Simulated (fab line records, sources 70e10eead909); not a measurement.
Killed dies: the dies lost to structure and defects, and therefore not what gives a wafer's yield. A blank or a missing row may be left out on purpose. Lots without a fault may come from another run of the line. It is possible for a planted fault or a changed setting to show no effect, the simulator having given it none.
Matching of chambers | flow nandHarc | 4 sister chambers for NHARC_A_CONTACT_ETCH_92 on rieDiel-04
The step etches the open film in CH3F/O2, target depth 40 nm, time 85.7 s. 14 wafers are shown with their chamber, then 7 later ones without.

WAFERS WITH THEIR CHAMBER
wafer  | chamber | showerheadPlenumPTorr (Torr) | rfVppV (V) | o2FlowSccm (sccm)
L334.4 | 0       | 2.59                         | 246.3      | 29.93
L334.5 | 3       | 2.28                         | 242.5      | 29.88
L334.6 | 1       | 2.60                         | 245.6      | 30.05
L336.2 | 1       | 2.60                         | 246.6      | 30.01
L336.4 | 0       | 2.59                         | 246.3      | 29.95
L336.5 | 0       | 2.59                         | 246.5      | 29.97
L344.2 | 3       | 2.28                         | 241.5      | 29.97
L344.4 | 0       | 2.59                         | 246.9      | 29.94
L344.5 | 2       | 2.39                         | 244.3      | 29.97
L343.2 | 2       | 2.39                         | 244.6      | 29.96
L343.3 | 0       | 2.59                         | 245.1      | 29.98
L343.6 | 1       | 2.59                         | 246.0      | 30.15
L347.2 | 3       | 2.27                         | 241.3      | 29.92
L347.3 | 1       | 2.59                         | 246.8      | 29.99

SIGNATURES (averages over the wafers above)
reading               | chamber 0 | chamber 1 | chamber 2 | chamber 3 | scatter within a chamber
showerheadPlenumPTorr | 2.5900    | 2.5950    | 2.3900    | 2.2767    | 0.00408
rfVppV                | 246.220   | 246.250   | 244.450   | 241.767   | 0.599
o2FlowSccm            | 29.9540   | 30.0500   | 29.9650   | 29.9233   | 0.0459
Rule: for each reading, subtract the chamber's mean from the wafer's reading, divide by that reading's scatter and square the result; add these up over the readings and take the root, which gives the wafer's distance from the chamber. The wafer belongs to the nearest chamber; if the next one is less than 2 further off, it can't be placed. The scatter: take each reading less its chamber's mean, square it, sum over the shown wafers, divide by the number of wafers less the number of chambers, and take the root.

WAFERS MISSING THEIR CHAMBER
wafer  | showerheadPlenumPTorr (Torr) | rfVppV (V) | o2FlowSccm (sccm)
L347.6 | 2.59                         | 246.2      | 30.18
L352.1 | 2.59                         | 246.3      | 30.03
L352.2 | 2.27                         | 242.0      | 30.01
L352.4 | 2.58                         | 244.8      | 30.21
L354.1 | 2.58                         | 246.8      | 30.09
L354.3 | 2.59                         | 245.1      | 30.08
L354.4 | 2.38                         | 242.5      | 30.01

THE CHAMBER EACH PASSED THROUGH
wafer  | from the rows above     | in truth
L347.6 | can't be placed: 1 or 0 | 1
L352.1 | can't be placed: 1 or 0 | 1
L352.2 | 3                       | 3
L352.4 | can't be placed: 1 or 0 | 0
L354.1 | can't be placed: 1 or 0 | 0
L354.3 | can't be placed: 1 or 0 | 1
L354.4 | 2                       | 2
Correctly placed: 2 of 7. Cannot be placed on the basis of these rows: 5; the candidates contain the true chamber in 5. Placed wrongly: 0.
